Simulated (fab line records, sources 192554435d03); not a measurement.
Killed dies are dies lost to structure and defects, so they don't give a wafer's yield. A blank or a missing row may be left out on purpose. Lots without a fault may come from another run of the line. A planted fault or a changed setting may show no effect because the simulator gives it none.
Chamber matching | flow n5_finfet | N5_BEOL_M5_PRE_CLEAN_77 on cvd_co-02: 3 sister chambers
The step time 15 s. 3 wafers are shown with their chamber, then 12 later ones without.

WAFERS WITH THEIR CHAMBER
wafer  | chamber | heater_power_w (W)
L090.1 | 1       | 82
L090.2 | 2       | 97
L090.3 | 0       | 72

WAFERS WITHOUT THEIR CHAMBER
wafer  | heater_power_w (W)
L092.4 | 100
L092.5 | 70
L092.6 | 80
L093.1 | 97
L093.4 | 81
L093.6 | 72
L094.1 | 80
L094.2 | 99
L094.3 | 71
L096.1 | 99
L096.3 | 81
L096.4 | 97

WHICH CHAMBER EACH WENT THROUGH
wafer  | from the rows above | in truth
L092.4 | 2                   | 2
L092.5 | 0                   | 0
L092.6 | 1                   | 1
L093.1 | 2                   | 2
L093.4 | 1                   | 1
L093.6 | 0                   | 0
L094.1 | 1                   | 1
L094.2 | 2                   | 2
L094.3 | 0                   | 0
L096.1 | 2                   | 2
L096.3 | 1                   | 1
L096.4 | 2                   | 2
Placed correctly: 12 of 12. Can't be placed from these rows: 0. Placed wrongly: 0.
How it was worked out, from the rows above alone: a wafer's distance from a chamber is the root of the sum, over the readings, of the square of ((its reading less the chamber's mean) divided by the reading's scatter). The wafer belongs to the nearest chamber; if the next one is less than 2 further off, it can't be placed. A chamber's mean is the mean of its shown wafers. The scatter: with one shown wafer a chamber, the root of the mean of the squares of how far each hidden wafer lies from its nearest shown one.
